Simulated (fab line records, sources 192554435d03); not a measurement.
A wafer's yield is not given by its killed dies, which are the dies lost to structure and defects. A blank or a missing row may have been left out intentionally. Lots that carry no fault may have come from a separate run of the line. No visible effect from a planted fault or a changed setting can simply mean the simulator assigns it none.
Matching of chambers -- flow n5Finfet -- 4 sister chambers for N5_BEOL_M14_ETCH_68 on rieDiel-06
The step etches SOC in N2/H2, time 450 s. 4 wafers are shown with their chamber, then 10 later ones without.

## WAFERS WITH THEIR CHAMBER
wafer,chamber,drypumpMotorCurrentA (A)
L086.3,2,4.9
L091.3,3,6.4
L090.3,0,6.4
L090.4,1,5.7

## WAFERS WITH NO CHAMBER GIVEN
wafer,drypumpMotorCurrentA (A)
L090.6,6.4
L093.3,5.8
L093.5,5.8
L093.6,5.0
L092.1,6.4
L092.2,5.8
L092.5,5.7
L096.4,6.4
L096.5,5.8
L096.6,6.4

## CHAMBER TAKEN BY EACH
wafer,from the rows above,in truth
L090.6,can't be placed: 0 or 3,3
L093.3,1,1
L093.5,1,1
L093.6,2,2
L092.1,can't be placed: 0 or 3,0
L092.2,1,1
L092.5,1,1
L096.4,can't be placed: 0 or 3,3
L096.5,1,1
L096.6,can't be placed: 0 or 3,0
Correct placement for 6 of the 10. These rows do not allow placing 4 (true chamber among the candidates in 4). Placed wrongly: 0.
How it was worked out, from the rows above alone: a wafer's distance from a chamber is the root of the sum, over the readings, of the square of ((its reading less the chamber's mean) divided by the reading's scatter). If the next closest chamber is less than 2 further off than the closest, the wafer can't be placed; otherwise it belongs to the closest. Each chamber's mean is taken over the wafers shown for it. The scatter (one wafer shown for each chamber): square how far every hidden wafer sits from the nearest shown wafer, average those squares and take the square root.
